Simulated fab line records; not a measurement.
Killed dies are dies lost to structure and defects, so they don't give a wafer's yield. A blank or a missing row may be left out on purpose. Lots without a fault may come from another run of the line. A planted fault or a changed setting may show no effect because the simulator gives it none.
fab line records	flow n5-finfet
[record] lots = 6	wafers = 18	last-day = 15
route steps=1938 shown BEOL_M2@892 BEOL_M3@931 PASSIVATION@1936
lots that met no fault: from a run of the same line without faults
start-h: start of the lot's first displayed wafer, in hours after the record's first day	wait-h: hours since the lot's step before	" same as the row above	L1.1+2: several wafers, shown together as one row	- no value, or no start was given	* or withheld: withheld	< > ~ a bound
route shown NAME@n: names a module that has steps shown in the file, with the first one's number in the route	usual: mean and standard deviation over wafers with no fault	same: alike in all rows	chamber/n: place in a boat	sites: each site's reading	_std_site: standard deviation across them	_edge_site: outer sites' mean less inner sites'	radius-mm: how far each site lies from the wafer's centre	mask NAME#n: copy n	behind: the most recent tool/chamber to have shaped the wafer	hold: cause of the lot's hold/its duration in hours/its outcome	device: whichever transistor did not switch (one of n, p or np)	end of line: at the end of the route, the tests of the same wafers	a step given without rows: its recipe and nothing more	killed: not the wafer's yield, but the dies lost to structure and defects at the first sort	map: a wafer's dies, x killed, . not, _ none there
set.NAME: the run value of the setting; set.NAME@STEP: its run value at that earlier step	model.NAME: the simulator's own value behind a step, which no gauge read
lots seen at some steps along the route; tables by step, rows by wafer
services: a tool's chamber out of use, with start hour (start-h, from the record's first day; less than 0 if before it), hours out, and reason
[[steps]]
[step N5_BEOL_M2_STRIP_97]
[recipe] chemistry = N2/H2	time-s = 10	power-w = 450	temp-c = 40	pressure-mtorr = 20	rf-frequency-hz = 6e+07	bias-power-w = 7	n2-flow-sccm = 200	h2-flow-sccm = 200
[step N5_BEOL_M2_OCD_MEAS_38]
[usual] trench-depth-nm = 55.2/0.98
lot.wafer	tool	chamber	start-h	wait-h	trench-depth-nm
L164.2	ocd-01	-	159.82	-	53.7
L164.3	"	-	"	"	55.8
L164.5	"	-	"	"	56.0
L166.1	ocd-02	-	165.84	-	54.9
L166.4	"	-	"	"	55.5
L166.5	"	-	"	"	56.7
L167.1	ocd-01	-	172.98	-	54.0
L167.2	"	-	"	"	53.3
L167.4	"	-	"	"	55.8
L173.2	ocd-01	-	212.59	-	55.9
L173.5	"	-	"	"	55.3
L173.6	"	-	"	"	53.7
L174.3	ocd-01	-	220.31	-	53.6
L174.5	"	-	"	"	55.9
L174.6	"	-	"	"	56.3
L175.1	ocd-01	-	224.32	-	54.8
L175.3	"	-	"	"	56.4
L175.5	"	-	"	"	55.7
[step N5_BEOL_M2_HM_STRIP_39]
[recipe] chemistry = peroxide-tin-strip	material = TiN	target-depth-a = 250	temp-c = 50	time-s = 158
[step N5_BEOL_M2_SRD_40]
[recipe] time-s = 30	temp-c = 23	rinse-liquid = diw	dry = ipa-marangoni
[step N5_BEOL_M2_PRECLEAN_42]
[recipe] chemistry = residue-remover	time-s = 60	temp-c = 40
[step N5_BEOL_M2_SRD_43]
[recipe] time-s = 30	temp-c = 23	rinse-liquid = diw	dry = ipa-marangoni
[step N5_BEOL_M2_CD_MEAS_35]
[recipe] target-cd-nm = 18	target-cd-y-nm = 22.2	polarity = opening
[usual] cd-nm = 18.1/0.31
lot.wafer	tool	chamber	start-h	wait-h	cd-nm
L164.2	cd-sem-01	-	159.97	0.0	18.2
L164.3	"	-	"	"	18.0
L164.5	"	-	"	"	17.8
L166.1	cd-sem-02	-	165.99	0.0	18.4
L166.4	"	-	"	"	18.1
L166.5	"	-	"	"	18.1
L167.1	cd-sem-01	-	173.14	0.0	18.1
L167.2	"	-	"	"	18.4
L167.4	"	-	"	"	18.6
L173.2	cd-sem-01	-	212.74	0.0	18.1
L173.5	"	-	"	"	18.4
L173.6	"	-	"	"	17.3
L174.3	cd-sem-03	-	220.47	0.0	17.9
L174.5	"	-	"	"	18.7
L174.6	"	-	"	"	17.8
L175.1	cd-sem-01	-	224.47	0.0	17.8
L175.3	"	-	"	"	17.8
L175.5	"	-	"	"	18.1
[step N5_BEOL_M2_DEGAS_44]
[recipe] ambient = vacuum	temp-c = 250	time-s = 60
[step N5_BEOL_M2_PRE_CLEAN_45]
[recipe] gas = H2/He	time-s = 30	temp-c = 250
[step N5_BEOL_M2_ALD_84]
[recipe] material = TaN	target-thk-a = *	temp-c = 275	ald-precursor-family = PDMAT	ald-co-reactant = NH3	pressure-torr = 3	carrier-flow-sccm = 1500	pulse-time-s = 2	purge-time-s = 3	co-reactant-purge-time-s = 2	co-reactant-pulse-time-s = 3	ald-cycles = 30	precursor-vessel-temp-c = 75	precursor-vessel-pressure-torr = 26.25	precursor-vessel-carrier-sccm = 1000
[step N5_BEOL_M2_SURFACE_TREAT_85]
[recipe] gas = Ar	time-s = *	ion-energy-ev = *	ion-current-ma-cm2 = 0.5	pressure-mtorr = *	ar-flow-sccm = 30
[step N5_BEOL_M2_CVD_47]
[recipe] material = Co	target-thk-a = 30	temp-c = withheld	precursor = CCTBA/H2	pressure-torr = 30	time-s = 223.8
[step N5_BEOL_M2_SPUTTER_48]
[recipe] material = Cu	target-thk-a = 45	temp-c = -20	chamber-pressure-pa = 0.07	power-w = withheld	time-s = 8.29
[usual] throttle-valve-pct = 29.8/0.94
lot.wafer	tool	chamber	start-h	wait-h	throttle-valve-pct
L164.2	pvd-sputter-02	-	161.01	0.2	29.9
L164.3	"	-	"	"	30.4
L164.5	"	-	"	"	30.1
L166.1	pvd-sputter-01	-	166.80	0.1	29.9
L166.4	"	-	"	"	27.5
L166.5	"	-	"	"	30.3
L167.1	pvd-sputter-03	-	174.03	0.1	30.5
L167.2	"	-	"	"	29.5
L167.4	"	-	"	"	30.7
L173.2	pvd-sputter-02	-	213.69	0.1	30.3
L173.5	"	-	"	"	30.2
L173.6	"	-	"	"	29.9
L174.3	pvd-sputter-03	-	221.72	0.1	30.5
L174.5	"	-	"	"	29.5
L174.6	"	-	"	"	29.7
L175.1	pvd-sputter-02	-	227.15	0.1	30.2
L175.3	"	-	"	"	30.1
L175.5	"	-	"	"	30.2
[step N5_BEOL_M2_ANNEAL_49]
[recipe] temp-c = 400	time-s = 240	ambient = vacuum
[step N5_BEOL_M2_SPUTTER_79]
[recipe] material = Cu	target-thk-a = 45	temp-c = -20	chamber-pressure-pa = 0.07	power-w = withheld	time-s = 8.29
[usual] throttle-valve-pct = 29.8/0.94
lot.wafer	tool	chamber	start-h	wait-h	throttle-valve-pct
L164.2	pvd-sputter-02	-	161.23	0.1	30.1
L164.3	"	-	"	"	30.2
L164.5	"	-	"	"	29.8
L166.1	pvd-sputter-01	-	167.02	0.1	30.1
L166.4	"	-	"	"	27.5
L166.5	"	-	"	"	30.5
L167.1	pvd-sputter-03	-	174.25	0.1	30.5
L167.2	"	-	"	"	29.7
L167.4	"	-	"	"	30.5
L173.2	pvd-sputter-02	-	213.91	0.1	30.1
L173.5	"	-	"	"	30.0
L173.6	"	-	"	"	29.7
L174.3	pvd-sputter-03	-	221.94	0.1	30.6
L174.5	"	-	"	"	29.6
L174.6	"	-	"	"	29.6
L175.1	pvd-sputter-02	-	227.37	0.1	30.2
L175.3	"	-	"	"	30.3
L175.5	"	-	"	"	30.2
[step N5_BEOL_M2_ANNEAL_80]
[recipe] temp-c = 400	time-s = 240	ambient = vacuum
[step N5_BEOL_M2_SPUTTER_81]
[recipe] material = Cu	target-thk-a = 45	temp-c = -20	chamber-pressure-pa = 0.07	power-w = withheld	time-s = 8.29
[step N5_BEOL_M2_ANNEAL_82]
[recipe] temp-c = 400	time-s = 240	ambient = vacuum
[step N5_BEOL_M2_SPUTTER_86]
[recipe] material = Cu	target-thk-a = 45	temp-c = -20	chamber-pressure-pa = 0.07	power-w = withheld	time-s = 8.29
[step N5_BEOL_M2_ANNEAL_87]
[recipe] temp-c = 400	time-s = 240	ambient = vacuum
[step N5_BEOL_M2_SPUTTER_88]
[recipe] material = Cu	target-thk-a = 45	temp-c = -20	chamber-pressure-pa = 0.07	power-w = withheld	time-s = 8.29
[step N5_BEOL_M2_ANNEAL_89]
[recipe] temp-c = 400	time-s = 240	ambient = vacuum
[usual] heater-power-w = 810/99
lot.wafer	tool	chamber	start-h	wait-h	heater-power-w
L164.2	pvd-sputter-02	-	161.97	0.0	957
L164.3	"	-	"	"	834
L164.5	"	-	"	"	944
L166.1	pvd-sputter-01	-	167.76	0.0	998
L166.4	"	-	"	"	781
L166.5	"	-	"	"	900
L167.1	pvd-sputter-03	-	174.99	0.0	786
L167.2	"	-	"	"	755
L167.4	"	-	"	"	755
L173.2	pvd-sputter-02	-	214.65	0.0	840
L173.5	"	-	"	"	855
L173.6	"	-	"	"	675
L174.3	pvd-sputter-03	-	222.68	0.0	770
L174.5	"	-	"	"	736
L174.6	"	-	"	"	778
L175.1	pvd-sputter-02	-	228.11	0.0	921
L175.3	"	-	"	"	834
L175.5	"	-	"	"	836
[step N5_BEOL_M2_SPUTTER_90]
[recipe] material = Cu	target-thk-a = 45	temp-c = -20	chamber-pressure-pa = 0.07	power-w = withheld	time-s = 8.29
[step N5_BEOL_M2_ANNEAL_91]
[recipe] temp-c = 400	time-s = 240	ambient = vacuum
[usual] heater-power-w = 807/97
lot.wafer	tool	chamber	start-h	wait-h	heater-power-w
L164.2	pvd-sputter-02	-	162.19	0.0	959
L164.3	"	-	"	"	814
L164.5	"	-	"	"	992
L166.1	pvd-sputter-01	-	167.98	0.0	986
L166.4	"	-	"	"	788
L166.5	"	-	"	"	900
L167.1	pvd-sputter-03	-	175.21	0.0	772
L167.2	"	-	"	"	741
L167.4	"	-	"	"	762
L173.2	pvd-sputter-02	-	214.87	0.0	834
L173.5	"	-	"	"	827
L173.6	"	-	"	"	682
L174.3	pvd-sputter-03	-	222.90	0.0	759
L174.5	"	-	"	"	759
L174.6	"	-	"	"	752
L175.1	pvd-sputter-02	-	228.33	0.0	932
L175.3	"	-	"	"	804
L175.5	"	-	"	"	802
[step N5_BEOL_M2_SPUTTER_92]
[recipe] material = Cu	target-thk-a = 45	temp-c = -20	chamber-pressure-pa = 0.07	power-w = withheld	time-s = 8.29
[step N5_BEOL_M2_ANNEAL_93]
[recipe] temp-c = 400	time-s = 240	ambient = vacuum
[step N5_BEOL_M2_SPUTTER_94]
[recipe] material = Cu	target-thk-a = 45	temp-c = -20	chamber-pressure-pa = 0.07	power-w = withheld	time-s = 8.29
[step N5_BEOL_M2_ANNEAL_95]
[recipe] temp-c = 400	time-s = 240	ambient = vacuum
[usual] heater-power-w = 810/98
lot.wafer	tool	chamber	start-h	wait-h	heater-power-w
L164.2	pvd-sputter-02	-	162.63	0.0	960
L164.3	"	-	"	"	804
L164.5	"	-	"	"	954
L166.1	pvd-sputter-01	-	168.42	0.0	996
L166.4	"	-	"	"	794
L166.5	"	-	"	"	898
L167.1	pvd-sputter-03	-	175.65	0.0	768
L167.2	"	-	"	"	749
L167.4	"	-	"	"	802
L173.2	pvd-sputter-02	-	215.31	0.0	839
L173.5	"	-	"	"	811
L173.6	"	-	"	"	681
L174.3	pvd-sputter-03	-	223.34	0.0	781
L174.5	"	-	"	"	774
L174.6	"	-	"	"	747
L175.1	pvd-sputter-02	-	228.77	0.0	965
L175.3	"	-	"	"	808
L175.5	"	-	"	"	824
[step N5_BEOL_M2_SPUTTER_96]
[recipe] material = Cu	target-thk-a = 45	temp-c = -20	chamber-pressure-pa = 0.07	power-w = withheld	time-s = 8.29
[step N5_BEOL_M2_ECD_50]
[recipe] material = Cu	target-thk-a = 3000
[step N5_BEOL_M2_ANNEAL_51]
[recipe] temp-c = 225	time-s = 90	ambient = N2
[usual] anneal-temp-c = 224.99/0.18	wafer_temp_C_max = 226.03/0.24
lot.wafer	tool	chamber	start-h	wait-h	anneal-temp-c	wafer_temp_C_max
L164.2	rtp-anneal-01	0	163.01	0.1	225.13	225.91
L164.3	"	0	"	"	224.89	226.06
L164.5	"	0	"	"	225.10	225.99
L166.1	rtp-anneal-01	0	168.75	0.1	225.07	226.31
L166.4	"	0	"	"	225.06	226.05
L166.5	"	0	"	"	225.09	226.39
L167.1	rtp-anneal-02	0	175.98	0.1	224.73	226.23
L167.2	"	0	"	"	224.92	226.56
L167.4	"	0	"	"	224.95	225.75
L173.2	rtp-anneal-02	0	215.70	0.1	224.84	225.98
L173.5	"	0	"	"	225.14	226.23
L173.6	"	0	"	"	224.98	226.04
L174.3	rtp-anneal-01	0	223.77	0.1	224.73	226.15
L174.5	"	0	"	"	225.05	225.84
L174.6	"	0	"	"	224.81	226.06
L175.1	rtp-anneal-01	0	229.54	0.5	225.17	225.88
L175.3	"	0	"	"	224.89	225.73
L175.5	"	0	"	"	224.70	225.87
[step N5_BEOL_M2_CMP_52]
[recipe] stop-on = SiOC	t-overpolish-s = 6.8	down-force-psi = 1	platen-rpm = 50	clearing-platen-down-force-psi = 1.5	clearing-platen-rpm = 50	post-cmp-clean = cu-alkaline	target-thk-nm = 40	clearing-platen-pad-velocity-m-s = 0.99484	pad-velocity-m-s = 0.99484
[step N5_BEOL_M2_PRE_CLEAN_60]
[recipe] gas = NH3/H2	time-s = 15	temp-c = *	rf-power-w = 300
[step N5_BEOL_M2_CO_CAP_55]
[recipe] material = Co	target-thk-a = 20	temp-c = 200	precursor = CCTBA/H2	pressure-torr = 30	time-s = 102.1
[step N5_BEOL_M2_PRE_CLEAN_56]
[recipe] gas = NH3	time-s = 15	temp-c = withheld	rf-power-w = 300
[step N5_BEOL_M2_DEP_57]
[recipe] material = SiCN	target-thk-a = 80	temp-c = withheld	precursor = 3MS/NH3	pressure-torr = 3	rf-w = 202	time-s = 14
[step N5_BEOL_M2_RS_MEAS_58]
[recipe] thk-meas-gauge = four-point-probe	reads = Co_of_BEOL_M2_CO_CAP_55+Cu_of_BEOL_M2_ECD_50+Co_of_BEOL_M2_CVD_47+TaN_of_BEOL_M2_ALD_84
[usual] M2_RS = 0.67/0.034
lot.wafer	tool	chamber	start-h	wait-h	M2_RS[ohm/sq]
L164.2	film-metro-02	-	163.81	0.1	0.69
L164.3	"	-	"	"	0.69
L164.5	"	-	"	"	0.62
L166.1	film-metro-02	-	169.61	0.0	0.67
L166.4	"	-	"	"	0.69
L166.5	"	-	"	"	0.65
L167.1	film-metro-02	-	176.83	0.0	0.72
L167.2	"	-	"	"	0.71
L167.4	"	-	"	"	0.66
L173.2	film-metro-01	-	216.53	0.1	0.69
L173.5	"	-	"	"	0.68
L173.6	"	-	"	"	0.69
L174.3	film-metro-01	-	224.54	0.1	0.69
L174.5	"	-	"	"	0.65
L174.6	"	-	"	"	0.69
L175.1	film-metro-01	-	230.44	0.1	0.68
L175.3	"	-	"	"	0.69
L175.5	"	-	"	"	0.65
[step N5_BEOL_M3_ILD_DEP_00]
[recipe] material = SiOC	target-thk-a = 790	temp-c = 350	precursor = DEMS/O2	pressure-torr = 5	rf-w = 500	time-s = 15.3
[step N5_BEOL_M3_THK_MEAS_01]
[recipe] reads = SiOC_of_BEOL_M3_ILD_DEP_00
[usual] M3_ILD_THK = 78.8/0.89
lot.wafer	tool	chamber	start-h	wait-h	M3_ILD_THK[nm]
L164.2	film-metro-01	-	163.94	0.1	77.9
L164.3	"	-	"	"	78.4
L164.5	"	-	"	"	78.9
L166.1	film-metro-01	-	169.74	0.0	78.5
L166.4	"	-	"	"	78.8
L166.5	"	-	"	"	78.8
L167.1	film-metro-02	-	176.96	0.0	77.8
L167.2	"	-	"	"	78.8
L167.4	"	-	"	"	79.7
L173.2	film-metro-02	-	216.69	0.1	79.2
L173.5	"	-	"	"	80.0
L173.6	"	-	"	"	80.1
L174.3	film-metro-02	-	224.68	0.1	80.3
L174.5	"	-	"	"	79.7
L174.6	"	-	"	"	78.4
L175.1	film-metro-01	-	230.59	0.1	77.8
L175.3	"	-	"	"	79.5
L175.5	"	-	"	"	79.4
[step N5_BEOL_M3_PECVD_72]
[recipe] material = SiO2	target-thk-a = 160	temp-c = 400	precursor = TEOS/O2	pressure-torr = 5.5	rf-w = 450	teos-flow-sccm = 53.8	gas = O2	flow-sccm = 3000	time-s = 18
[step N5_PASSIVATION_PROBE_49]
[usual] defect-limited-yield = 91.2/1.5	killed_at_M0_to_M3 = 34/11	killed_at_M4_up = 14/5.4	killed-at-contacts = 12/5.9	killed-at-front-end = 40/12	killed-at-other = 4/3.3	killed-dies = 103/18	killed-on-rim = 14/4.1	killed-open = 68/13	killed-short = 34/7.5	sort_bin_5_function = 5.1/1	sort_bin_6_memory = 3.3/0.7	sort-n-pass = 1076/18	sort-yield-pct = 91.2/1.5
[same] gross-dies = 1180	killed-at-back-side = 0	sort_bin_4_leakage[%] = 0	sort_bin_8_speed[%] = 0
lot.wafer	tool	chamber	start-h	wait-h	defect-limited-yield[%]	killed_at_M0_to_M3	killed_at_M4_up	killed-at-contacts	killed-at-front-end	killed-at-other	killed-dies	killed-on-rim	killed-open	killed-short	sort_bin_5_function[%]	sort_bin_6_memory[%]	sort-n-pass	sort-yield-pct[%]
L167.1	prober-02	-	311.03	0.0	92.1	41	5	6	40	1	93	14	57	35	4.6	3.1	1087	92.1
L167.2	prober-02	-	311.08	0.1	90.8	33	18	9	45	3	108	9	69	38	5.3	3.3	1072	90.8
L167.4	prober-02	-	311.18	0.2	91.7	26	6	7	53	6	98	12	70	26	5.6	2.6	1082	91.7
L166.1	prober-01	-	313.38	0.0	94.0	33	11	5	21	1	71	6	45	25	3.4	2.6	1109	94.0
L166.4	prober-01	-	313.53	0.2	91.6	30	13	19	37	0	99	12	71	28	5.3	3.0	1081	91.6
L166.5	prober-01	-	313.58	0.2	91.0	46	10	7	39	4	106	13	67	39	5.8	2.8	1074	91.0
L173.2	prober-01	-	356.44	0.1	81.6	163	17	5	25	7	217	38	53	42	10.3	3.6	963	81.6
L173.5	prober-01	-	356.59	0.2	83.6	151	11	3	27	2	194	27	30	38	8.7	3.7	986	83.6
L174.6	prober-01	-	359.73	0.3	90.3	43	10	17	42	3	115	12	75	39	6.1	3.3	1065	90.3
L175.1	prober-02	-	361.46	0.0	92.0	40	14	3	31	6	94	10	57	37	4.9	2.8	1086	92.0
L175.3	prober-02	-	361.56	0.1	82.4	152	19	9	22	6	208	24	57	30	9.7	3.1	972	82.4
L175.5	prober-02	-	361.66	0.2	82.9	146	18	8	28	2	202	28	55	32	9.5	3.5	978	82.9
// killed by level:class
L167.1 FIN_SAQP:geometric-particle:open=13 BEOL_M1:geometric-particle:open=10 BEOL_M0_SAQP:geometric-particle:short=9 FIN_SAQP:geometric-particle:short=7 BEOL_M0_SAQP:geometric-particle:open=6 BEOL_M3:geometric-particle:open=5 GATE_CUT:geometric-particle:short=4 BEOL_M2:geometric-particle:open=4
L167.2 FIN_SAQP:geometric-particle:open=16 GATE_CUT:geometric-particle:short=10 BEOL_M4:geometric-particle:open=10 MOL_CONTACT_COAG:geometric-particle:open=7 BEOL_M0_SAQP:geometric-particle:open=7 BEOL_M3:geometric-particle:open=7 BEOL_M0_SAQP:geometric-particle:short=6 BEOL_M0:geometric-particle:open=5
L167.4 FIN_SAQP:geometric-particle:open=9 STI_FIN_REVEAL:geometric-particle:open=8 DUMMY_GATE:geometric-particle:open=8 BEOL_M3:geometric-particle:open=7 BEOL_M0_SAQP:geometric-particle:open=6 MOL_CONTACT_COAG:geometric-particle:open=5 BEOL_M4:geometric-particle:open=5 SPACER0:geometric-particle:short=4
L166.1 BEOL_M0_SAQP:geometric-particle:short=9 BEOL_M2:geometric-particle:open=7 FIN_SAQP:geometric-particle:open=5 BEOL_M0_SAQP:geometric-particle:open=5 STARTING-WAFER:geometric-particle:short=5 MOL_CONTACT_COAG:geometric-particle:open=4 BEOL_M1:geometric-particle:open=4 FIN_SAQP:geometric-particle:short=3
L166.4 MOL_CONTACT_COAG:geometric-particle:open=16 STI_FIN_REVEAL:geometric-particle:open=10 BEOL_M0_SAQP:geometric-particle:short=10 BEOL_M4:geometric-particle:open=9 BEOL_M0_SAQP:geometric-particle:open=8 FIN_SAQP:geometric-particle:short=6 BEOL_M2:geometric-particle:open=6 FIN_SAQP:geometric-particle:open=5
L166.5 BEOL_M0_SAQP:geometric-particle:open=16 BEOL_M0_SAQP:geometric-particle:short=16 STI_FIN_REVEAL:geometric-particle:open=8 BEOL_M2:geometric-particle:open=7 FIN_SAQP:geometric-particle:open=6 GATE_CUT:geometric-particle:open=6 GATE_CUT:geometric-particle:short=6 MOL_CONTACT_COAG:geometric-particle:open=6
L173.2 BEOL_M2:unspecified=120 BEOL_M0_SAQP:geometric-particle:short=14 BEOL_M0_SAQP:geometric-particle:open=9 BEOL_M4:geometric-particle:open=9 FIN_SAQP:geometric-particle:short=6 BEOL_M2:geometric-particle:open=6 FIN_SAQP:geometric-particle:open=5 BEOL_M3:geometric-particle:open=5
L173.5 BEOL_M2:unspecified=126 FIN_SAQP:geometric-particle:short=9 BEOL_M0_SAQP:geometric-particle:short=9 FIN_SAQP:geometric-particle:open=5 BEOL_M0_SAQP:geometric-particle:open=5 BEOL_M1:geometric-particle:open=4 BEOL_M4:geometric-particle:open=4 GATE_CUT:geometric-particle:short=3
L174.6 FIN_SAQP:geometric-particle:open=12 MOL_CONTACT_COAG:geometric-particle:open=12 BEOL_M0_SAQP:geometric-particle:open=10 BEOL_M2:geometric-particle:open=10 FIN_SAQP:geometric-particle:short=9 BEOL_M4:geometric-particle:open=8 BEOL_M0_SAQP:geometric-particle:short=7 BEOL_M3:geometric-particle:open=6
L175.1 BEOL_M3:geometric-particle:open=11 BEOL_M4:geometric-particle:open=9 FIN_SAQP:geometric-particle:short=8 BEOL_M0_SAQP:geometric-particle:short=8 STI_FIN_REVEAL:geometric-particle:open=7 STARTING-WAFER:geometric-particle:short=5 BEOL_M0:geometric-particle:open=5 BEOL_M1:geometric-particle:open=5
L175.3 BEOL_M2:unspecified=121 BEOL_M4:geometric-particle:open=10 BEOL_M3:geometric-particle:open=8 MOL_CONTACT_COAG:geometric-particle:open=7 FIN_SAQP:geometric-particle:short=6 BEOL_M0_SAQP:geometric-particle:short=5 BEOL_M2:geometric-particle:open=5 BEOL_M5:geometric-particle:open=5
L175.5 BEOL_M2:unspecified=115 BEOL_M4:geometric-particle:open=10 BEOL_M0_SAQP:geometric-particle:short=9 BEOL_M1:geometric-particle:open=8 BEOL_M0_SAQP:geometric-particle:open=5 FIN_SAQP:geometric-particle:short=5 GATE_CUT:geometric-particle:short=5 MOL_CONTACT_COAG:geometric-particle:open=5
// map L173.2 (x killed, . not)
_________________............________________
______________..x..............._____________
___________xxx..xx......xx..x...x.x__________
__________xxxxxxxx..x.............xx_________
________xxxxxxxx..................x..._______
_______xxxxxxxxxxx.xx................x.______
______xxxxxxxxxxx..........x............_____
_____xxxxxxxxxxxxx...........x...........____
____xxxxxxxxxxxxxx.x.................x....___
___xxxxxxxxxxxxxxx.........x...............__
___xxxxxxxxxxxxx..........................x__
__x.x.xxxxxxxxxx..x..x..x.........x.......x._
__....xxxxxxxxx...........x................._
_......x..xx.x......x......x.x.....x........x
_........................x..........x....x...
_..............................x.......x.x...
_................x...x.xx..x.x....x..........
_.x.................x.x........x.............
_....x......................x..x............x
_....x................x....x................x
_.................x..........................
__x........................................._
__....x.......................x............._
___x....x...........xx..x.......x.x........__
___....................xx.....x............__
____.x......x.....xx......x...............___
_____.......................x............____
______..........x......................._____
_______..............x.................______
________........xx...........xx....xx._______
__________...........x......x...x..._________
___________...x..x...x..xx.x.......__________
______________........x......x.._____________
_________________............________________
// map L175.3 (x killed, . not)
_________________............________________
______________..............x..._____________
___________x..x...........x....x...__________
__________xxxxxxx..................._________
________xxxxxxxx.x..........x.x......._______
_______xxxxxxxxxx.x..x...x........x....______
______xxxxxxxxxxxxxx...................._____
_____xxxxxxxxxxxx.x....................x.____
____xxxxxxxxxxxxx.x...x...................___
___xxxxxxxxxxxxxx......x.....x.........xx..__
___xxxxxxxxxxxxx...............x..x...x....__
__...xxxxxxxxxxx..x........x...x..........x._
__.xx..xxxxxx..x.x...................x......_
_...xx.x.xx.xx....x....x.....................
_.....x..............x...........x...........
_....x............x........................x.
_...xx......x..........x.....................
_......x................x....x......x........
_....x.....x.......x.................x..x....
_.....x......................................
_...............x.x..x.......................
__.............x..........x................._
__...........x....x...................x....._
___...............xx..........x.x........x.__
___...x.........x..xx....x......x..........__
____.......x..x..x..x.....................___
_____.....................x........xx....____
______.x.....x..x.....x...........x....._____
_______................................______
________.......x...............x......_______
__________..........x.....x....x.x.._________
___________.....................x..__________
______________............x....._____________
_________________............________________
[[services]]
tool	chamber	start-h	hours	kind
pvd-sputter-03	-	152.30	1.4	repair
rtp-anneal-01	-	190.38	1.0	pm
[[key]]
[first-sign] step = N5_PASSIVATION_PROBE_49	reading = killed_at_M0_to_M3	direction = up	sigmas = 11	usual = 34	struck = 153
[effect] step = N5_PASSIVATION_PROBE_49	reading = killed-dies	direction = up	sigmas = 5.8	usual = 103	struck = 205
[more-kills-born-at] N5_BEOL_M2_SPUTTER_48@pvd-sputter-02 = 482
met-at N5_BEOL_M2_SPUTTER_48
struck-wafers L173.2,L173.5,L175.3,L175.5
onset-between 161.01 213.69
[fault] kind = chamber-particle-source	tool = pvd-sputter-02	chamber = -	onset-h = 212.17	steps = N5_BEOL_M2_SPUTTER_48	rate-per-visit-cm2 = 2.2132	end-h = 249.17	scope = struck-wafers-only
